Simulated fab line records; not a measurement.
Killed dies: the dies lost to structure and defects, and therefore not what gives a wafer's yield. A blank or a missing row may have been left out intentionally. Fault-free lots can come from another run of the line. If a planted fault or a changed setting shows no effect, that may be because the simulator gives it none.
Matching of chambers ; flow nandHarc ; NHARC_A_SGD_CUT_CMP_21 on cmp-01: 4 sister chambers
The step polishes, target thk 148.19 nm. 20 wafers are shown with their chamber, then 10 later ones without.

== WAFERS, EACH WITH ITS CHAMBER ==
wafer;chamber;motorCurrentA (A);timeToEndpointS (s)
L075.1;0;12.6;48.0
L075.2;1;12.0;48.6
L075.4;2;10.4;44.5
L076.1;2;10.6;45.4
L076.4;1;12.4;47.8
L076.6;1;12.7;49.6
L077.1;2;10.9;45.8
L077.3;1;12.3;46.5
L077.5;3;12.3;48.0
L078.2;2;10.5;47.6
L078.3;1;11.9;47.6
L078.4;3;12.5;47.9
L081.2;1;12.3;49.4
L081.5;3;13.1;48.4
L081.6;2;10.6;49.8
L084.1;1;12.3;55.1
L084.3;0;12.9;54.6
L084.6;1;12.6;53.3
L085.1;2;10.8;44.2
L085.2;0;12.8;46.8

SIGNATURES (averages over the wafers above)
reading;chamber 0;chamber 1;chamber 2;chamber 3;scatter within a chamber
motorCurrentA;12.767;12.312;10.633;12.633;0.259
timeToEndpointS;49.800;49.737;46.217;48.100;2.74
Rule: a wafer's distance from a chamber is the root of the sum, over the readings, of the square of ((its reading less the chamber's mean) divided by the reading's scatter). The wafer belongs to the nearest chamber; if the next one is less than 2 further off, it can't be placed. The scatter is the square root of a quotient: the sum, over the shown wafers, of each reading's squared deviation from its chamber's mean, divided by wafers minus chambers.

== WAFERS WITHOUT THEIR CHAMBER ==
wafer;motorCurrentA (A);timeToEndpointS (s)
L085.5;10.6;44.8
L089.2;12.9;52.9
L089.3;12.2;48.6
L089.4;12.1;49.0
L093.1;10.2;52.4
L093.4;12.3;51.7
L093.6;11.0;49.1
L097.1;12.3;52.8
L097.4;10.2;51.1
L097.5;12.6;50.3

== EACH ONE'S CHAMBER ==
wafer;from the rows above;in truth
L085.5;2;2
L089.2;can't be placed: 0 or 3 or 1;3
L089.3;can't be placed: 1 or 3 or 0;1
L089.4;can't be placed: 1 or 3 or 0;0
L093.1;2;2
L093.4;can't be placed: 1 or 3 or 0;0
L093.6;2;2
L097.1;can't be placed: 1 or 0 or 3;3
L097.4;2;2
L097.5;can't be placed: 0 or 3 or 1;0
4 of 10 placed correctly. From these rows, 6 cannot be placed; in 6 the true chamber is one of the candidates. 0 placed wrongly.
